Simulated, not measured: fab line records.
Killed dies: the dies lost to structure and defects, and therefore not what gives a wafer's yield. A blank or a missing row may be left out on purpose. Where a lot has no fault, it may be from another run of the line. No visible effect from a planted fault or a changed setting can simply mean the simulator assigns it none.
A struck lot beside a sound one || flow nand_harc || 29 out of 1302 route steps
Sound: the wafers L839.1, L839.3, L839.6. Wafers L847.3, L847.4, L847.6 were the ones struck. Last of all comes the cause.
Per side, at each step with rows, come the tool, then ch with its chambers, and then its first start. Under that, the readings that differ: sound wafers || struck wafers || difference of the means || sigmas: that difference in standard deviations of wafers without a fault.
alike: readings whose means differ by less than 2 such deviations, and words and numbers that are the same on both sides. not compared: withheld readings, readings that some wafer has no value for, bounds like >300 that may hide the same value, and numbers for which the record gives no deviation and whose values overlap.
Wherever a step has rows on one side only, a row that says differs or no value, or a row with sigmas, the two part there. Non-overlapping numbers with no deviation appear without sigmas and do not part them. Lack of a reading on every wafer of one side parts them only where that side has two or more wafers.

first, 2 steps without rows for these wafers: NHARC_A_CONTACT_ETCH_131 (etches the open film in C4F8/O2/Ar, time 197 s, target depth 1918 nm); NHARC_A_CONTACT_ETCH_132 (etches the open film in C4F8/O2/Ar, time 197 s, target depth 1924 nm).
NHARC_A_CONTACT_ETCH_133: etches the open film in C4F8/O2/Ar, time 374 s, target depth 1610 nm.
  sound on har_cap_etch-01 ch 0, day 22 22:20; struck on har_cap_etch-03 ch 0,1, day 27 12:22
  not compared: rf_hours_counter_h
then, 2 steps without rows for these wafers: NHARC_A_CONTACT_ETCH_91 (etches the open film in CH3F/O2, target depth 40 nm, time 85.7 s); NHARC_A_CONTACT_ETCH_97 (etches the open film in C4F6/O2, target depth 20 nm, time 10 s).
NHARC_A_CONTACT_CD_MEAS_80:
  struck on cd_sem-02, day 27 13:15; sound on cd_sem-02, day 22 23:16
  alike: cd_nm
then, 3 steps without rows for these wafers: NHARC_A_CONTACT_STRIP_103 (strips in N2/H2); NHARC_A_CONTACT_STRIP_104 (strips in CF4/CHF3); NHARC_A_CONTACT_STRIP_105 (strips in O2/COS).
NHARC_A_CONTACT_ETCH_106: etches the open film in CF4/O2, target depth 90 nm, overetch 9 nm, time 49.5 s.
  sound on rie_diel-03 ch 1,3, day 22 23:34; struck on rie_diel-05 ch 1,2,3, day 27 13:46
  alike: bias_w, drypump_motor_current_A, oes_o_777_au, oes_product_au, rf_vpp_V, showerhead_plenum_p_Torr, throttle_valve_pct
  not compared: rf_hours_counter_h
NHARC_A_CONTACT_STRIP_82: strips in O2.
  sound on rie_diel-03 ch 1,2,3; struck on rie_diel-05 ch 1,2
  alike: drypump_motor_current_A, oes_product_au, rf_vpp_V, showerhead_plenum_p_Torr, throttle_valve_pct
  not compared: rf_hours_counter_h
then, 1 step without rows for these wafers: NHARC_A_CONTACT_STRIP_83 (strips in post etch residue remover, time 600 s).
NHARC_A_CONTACT_DEP_84: deposits aC, target thk 2800 nm.
  sound on acl_dep-01 ch 0, day 23 00:13; struck on acl_dep-02 ch 0, day 27 15:59
  alike: susceptor_temp_C, throttle_valve_pct
NHARC_A_CONTACT_DEP_85: deposits SiON, target thk 60 nm.
  sound on pecvd-03 ch 0,2, day 23 01:59; struck on pecvd-02 ch 0,1, day 27 17:12
  alike: heater_power_w, susceptor_temp_C
then, 10 steps without rows for these wafers: NHARC_A_CONTACT_DEHYDRATE_00 (time 120 s); NHARC_A_CONTACT_HMDS_01 (time 30 s); NHARC_A_CONTACT_COAT_86 (time 75 s); NHARC_A_CONTACT_COAT_87 (time 65 s); NHARC_A_CONTACT_COAT_02 (resist thk 90 nm); NHARC_A_CONTACT_SOFTBAKE_03 (time 55 s); NHARC_A_CONTACT_EBR_04; NHARC_A_CONTACT_EXPOSE_05 (exposes mask A CC); NHARC_A_CONTACT_PEB_06 (peb time 65 s); NHARC_A_CONTACT_DEVELOP_07 (develop time 35 s).
NHARC_A_CONTACT_CD_MEAS_08: target cd 200 nm.
  sound on cd_sem-01 ch 0, day 23 02:41; struck on cd_sem-01 ch 0, day 27 17:46
  alike: cd_nm
NHARC_A_CONTACT_OVL_MEAS_09:
  struck on overlay-02, day 27 17:51; sound on overlay-01, day 23 02:46
  alike: overlay_x_nm, overlay_y_nm
NHARC_A_CONTACT_INSPECT_10:
  struck on defect_inspect-01, day 27 17:53; sound on defect_inspect-02, day 23 02:48
{"reading": "raw_defect_count", "sound": "154 166 177", "struck": "529 552 542", "difference": "+375", "sigmas": "+8"}
NHARC_A_CONTACT_DESCUM_13: chemistry O2, time 3 s.
  sound on rie_diel-03 ch 0,2,3, day 23 02:53; struck on rie_diel-05 ch 0,1,3, day 27 17:58
  alike: drypump_motor_current_A, oes_product_au, rf_vpp_V, showerhead_plenum_p_Torr, throttle_valve_pct
  not compared: rf_hours_counter_h
-- record jumps: 2 days between struck wafers' starts before vs after; left off in module A_CONTACT, resumes in module END, first step shown is number 1302 of the route --
NHARC_END_SORT_01:
  the record has rows for the struck wafers here (prober-01 ch 0, day 30 00:09) and none for the sound ones

WHERE THEY PART
Earliest at NHARC_A_CONTACT_INSPECT_10; latest, in this record, at NHARC_END_SORT_01.

WHY: what had been put in by the simulator
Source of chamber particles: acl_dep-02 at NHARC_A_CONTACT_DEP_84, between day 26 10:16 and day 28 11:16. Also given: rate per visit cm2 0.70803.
